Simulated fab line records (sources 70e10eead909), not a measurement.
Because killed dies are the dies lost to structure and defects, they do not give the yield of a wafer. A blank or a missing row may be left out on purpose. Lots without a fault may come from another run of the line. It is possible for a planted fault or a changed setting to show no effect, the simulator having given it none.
Chamber matching / flow nand_harc / pecvd-01 running NHARC_A_SLIT_DEP_25: 3 sister chambers
The step deposits SiO2, target thk 200 nm. 6 wafers are shown with their chamber, then 7 later ones without.

== EACH WAFER AND ITS CHAMBER ==
wafer=L079.3; chamber=1; throttle_valve_pct (%)=15.4; heater_power_w (W)=613
wafer=L082.1; chamber=0; throttle_valve_pct (%)=15.4; heater_power_w (W)=653
wafer=L082.2; chamber=1; throttle_valve_pct (%)=15.4; heater_power_w (W)=731
wafer=L082.5; chamber=2; throttle_valve_pct (%)=16.6; heater_power_w (W)=395
wafer=L085.1; chamber=0; throttle_valve_pct (%)=15.8; heater_power_w (W)=660
wafer=L085.2; chamber=2; throttle_valve_pct (%)=16.5; heater_power_w (W)=384

== WAFERS WITHOUT THEIR CHAMBER ==
wafer=L085.3; throttle_valve_pct (%)=15.8; heater_power_w (W)=639
wafer=L088.1; throttle_valve_pct (%)=15.8; heater_power_w (W)=580
wafer=L088.2; throttle_valve_pct (%)=16.7; heater_power_w (W)=382
wafer=L088.5; throttle_valve_pct (%)=15.9; heater_power_w (W)=603
wafer=L094.1; throttle_valve_pct (%)=15.6; heater_power_w (W)=592
wafer=L094.2; throttle_valve_pct (%)=15.6; heater_power_w (W)=623
wafer=L094.6; throttle_valve_pct (%)=15.6; heater_power_w (W)=584

== EACH ONE'S CHAMBER ==
wafer=L085.3; from the rows above=can't be placed: 0 or 1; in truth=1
wafer=L088.1; from the rows above=can't be placed: 0 or 1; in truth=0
wafer=L088.2; from the rows above=2; in truth=2
wafer=L088.5; from the rows above=can't be placed: 0 or 1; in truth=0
wafer=L094.1; from the rows above=can't be placed: 0 or 1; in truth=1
wafer=L094.2; from the rows above=can't be placed: 0 or 1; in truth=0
wafer=L094.6; from the rows above=can't be placed: 0 or 1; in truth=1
Correctly placed: 1 of 7. Unplaceable from these rows: 6, with the true chamber sitting among the candidates in 6. Wrongly placed: 0.
How it was worked out, from the rows above alone: a wafer's distance from a chamber is the root of the sum, over the readings, of the square of ((its reading less the chamber's mean) divided by the reading's scatter). If the next closest chamber is less than 2 further off than the closest, the wafer can't be placed; otherwise it belongs to the closest. For every chamber, the mean is computed from those of its wafers that are shown. The scatter is the square root of a quotient: the sum, over the shown wafers, of each reading's squared deviation from its chamber's mean, divided by wafers minus chambers.
